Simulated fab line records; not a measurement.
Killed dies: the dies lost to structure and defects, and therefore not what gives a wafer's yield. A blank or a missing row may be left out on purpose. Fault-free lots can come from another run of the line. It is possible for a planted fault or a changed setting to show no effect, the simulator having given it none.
Which of the tools did it? -- flow n5 finfet -- 10 lots with 30 wafers sampled at 3 steps, on a route of 1938 steps

WHAT THE GAUGES READ, wafer by wafer
N5_BEOL_M4_RC_MEAS_101.
lot,measured,on,DIBL_N (mV/V),DIBL_P (mV/V),IOFF_N (nA/um),IOFF_P (nA/um),ION_N (uA/um),ION_P (uA/um),SS_N (mV/dec),SS_P (mV/dec),VT_N (mV),VT_P (mV)
L232,day 9 02:06,prober-02,34.1 33.4 34.4,36.7 36.1 36.6,0.150 0.139 0.148,0.207 0.206 0.195,674 665 664,467 463 455,71.5 71.5 71.6,73.5 73.4 73.8,247.2 248.8 246.3,-250.3 -250.9 -252.2
L233,day 9 08:19,prober-01,37.3 35.1 38.7,37.6 34.8 39.2,0.186 0.148 0.218,0.275 0.214 0.307,672 670 690,470 469 478,72.6 71.1 73.0,73.6 72.8 73.3,245.2 250.7 246.7,-245.2 -248.0 -243.2
L239,day 10 11:12,prober-02,35.7 37.4 37.4,35.8 38.7 38.2,0.135 0.173 0.169,0.180 0.224 0.213,675 684 686,460 471 464,71.3 71.7 71.9,73.6 73.5 73.1,253.1 247.8 247.4,-249.9 -248.1 -251.0
L238,day 10 15:32,prober-02,35.5 36.2 35.2,35.2 35.9 35.0,0.133 0.149 0.128,0.188 0.192 0.180,660 670 664,453 458 452,71.2 71.2 71.2,72.8 73.1 73.4,253.5 252.0 255.7,-253.0 -255.0 -255.7
L240,day 10 20:38,prober-01,35.1 35.7 35.5,34.6 35.3 34.3,0.125 0.141 0.130,0.201 0.216 0.203,666 670 668,466 462 463,70.8 71.6 71.7,72.6 73.7 73.0,253.6 248.8 253.1,-245.9 -247.0 -245.9
L247,day 12 15:20,prober-01,34.7 35.2 34.3,36.2 36.0 35.4,0.135 0.140 0.126,0.171 0.176 0.161,677 667 663,456 455 456,71.2 71.5 71.2,72.8 73.7 73.0,253.7 252.1 253.5,-255.0 -255.3 -255.1
L249,day 13 15:25,prober-01,33.7 33.9 34.0,34.3 34.7 35.1,0.136 0.137 0.144,0.213 0.212 0.223,665 670 686,462 466 476,70.9 70.4 71.5,73.3 72.4 73.6,251.6 250.3 251.4,-247.8 -248.5 -245.7
L248,day 13 16:50,prober-02,34.6 36.1 35.8,34.6 35.9 36.2,0.142 0.158 0.146,0.180 0.198 0.207,679 679 666,461 460 456,70.4 71.5 71.8,72.8 73.5 73.4,248.7 250.2 252.1,-251.5 -250.3 -248.1
L251,day 14 01:19,prober-02,37.1 36.4 36.6,38.5 37.5 37.4,0.190 0.170 0.165,0.239 0.215 0.209,690 691 679,472 468 462,71.4 71.4 71.7,74.4 74.6 73.0,247.0 248.6 249.0,-248.6 -250.0 -248.8
L252,day 14 04:28,prober-02,34.8 35.1 36.2,35.7 36.5 37.1,0.130 0.138 0.155,0.177 0.189 0.208,667 674 671,465 461 459,71.1 71.4 71.0,73.4 72.4 73.0,252.7 252.6 252.4,-253.0 -253.8 -251.6

N5_BEOL_M10_CD_MEAS_18: pitch 140 nm, target cd 70 nm.
lot,measured,on,cd nm (nm)
L232,day 11 08:08,cd sem-01,70.3 70.5 69.9
L233,day 11 11:50,cd sem-01,70.2 70.6 70.7
L239,day 12 11:38,cd sem-03,70.1 69.8 70.2
L238,day 12 22:35,cd sem-01,70.1 69.8 70.1
L240,day 12 19:28,cd sem-01,70.6 69.4 70.4
L247,day 14 23:23,cd sem-02,69.5 69.5 69.5
L249,day 16 03:16,cd sem-02,70.5 69.8 70.6
L248,day 15 16:47,cd sem-02,70.5 70.7 70.6
L251,day 16 03:38,cd sem-01,70.9 70.2 70.4
L252,day 16 04:59,cd sem-03,71.2 70.6 71.0

TOOL THAT RAN EACH LOT (tool first, then ch and the chambers of the sampled wafers, then the start)
lot,N5_BEOL_M10_STRIP_67
L232,"rie diel-06 ch 1,2,3, day 11 07:52"
L233,"rie diel-03 ch 0,1,3, day 11 11:37"
L239,"rie diel-06 ch 1,2,3, day 12 11:25"
L238,"rie diel-03 ch 0,1, day 12 22:20"
L240,"rie diel-05 ch 0,1,2, day 12 19:14"
L247,"rie diel-03 ch 0,1,3, day 14 23:10"
L249,"rie diel-03 ch 0,1,2, day 16 03:02"
L248,"rie diel-05 ch 0,1,2, day 15 16:28"
L251,"rie diel-05 ch 1,2,3, day 16 03:21"
L252,"rie diel-06 ch 0,2,3, day 16 04:45"
- N5_BEOL_M10_STRIP_67: strips in CF4.

AS READ BY THE TOOLS THEMSELVES (means over the sampled wafers that have a number; for cases with no such wafer, the mark the record gives instead)
N5_BEOL_M10_STRIP_67.
lot,tool,cf4 flow sccm (sccm),drypump motor current A (A),oes product au (a.u.),rf vpp V (V),showerhead plenum p Torr (Torr),throttle valve pct (%)
L232,rie diel-06,150.1,6.0,0.88,272.3,1.80,13.36
L233,rie diel-03,149.9,5.9,0.78,271.3,1.82,13.73
L239,rie diel-06,149.9,6.0,0.86,270.6,1.80,13.39
L238,rie diel-03,150.0,5.8,0.89,271.3,1.80,13.52
L240,rie diel-05,149.9,5.5,0.86,272.2,1.84,13.47
L247,rie diel-03,150.4,5.8,0.83,272.0,1.81,13.60
L249,rie diel-03,150.0,5.8,0.81,270.2,1.74,13.65
L248,rie diel-05,150.1,5.5,0.91,274.2,1.90,13.35
L251,rie diel-05,150.2,5.7,0.88,272.7,1.89,13.22
L252,rie diel-06,149.9,6.2,0.81,269.4,1.74,13.48

THE ANSWER, worked out from the rows above alone
Rule: what is usual is taken from the lots themselves. Put in order of their means at a reading, lots are off if they are a third of the lots or fewer, leave a main group of 4 or more, and stand apart from it by a gap of 3 or more times the standard deviation of the main group's means; of several such gaps the widest counts. Not used: any main group whose means are identical at the precision the tables above print for the reading. A lot without any number at a reading at which 4 lots or more have one is off too. Any other lot the step has rows for is counted as sound. First the gauges in route order, then the tools' own readings, where a lot's mean is used as printed above. At the first step where some lot is off, the reading lying furthest off is the one used; lots without a number count as furthest.
No lot is off on any of the readings shown, so nothing can be concluded from this.

WHAT THE SIMULATOR PUT IN
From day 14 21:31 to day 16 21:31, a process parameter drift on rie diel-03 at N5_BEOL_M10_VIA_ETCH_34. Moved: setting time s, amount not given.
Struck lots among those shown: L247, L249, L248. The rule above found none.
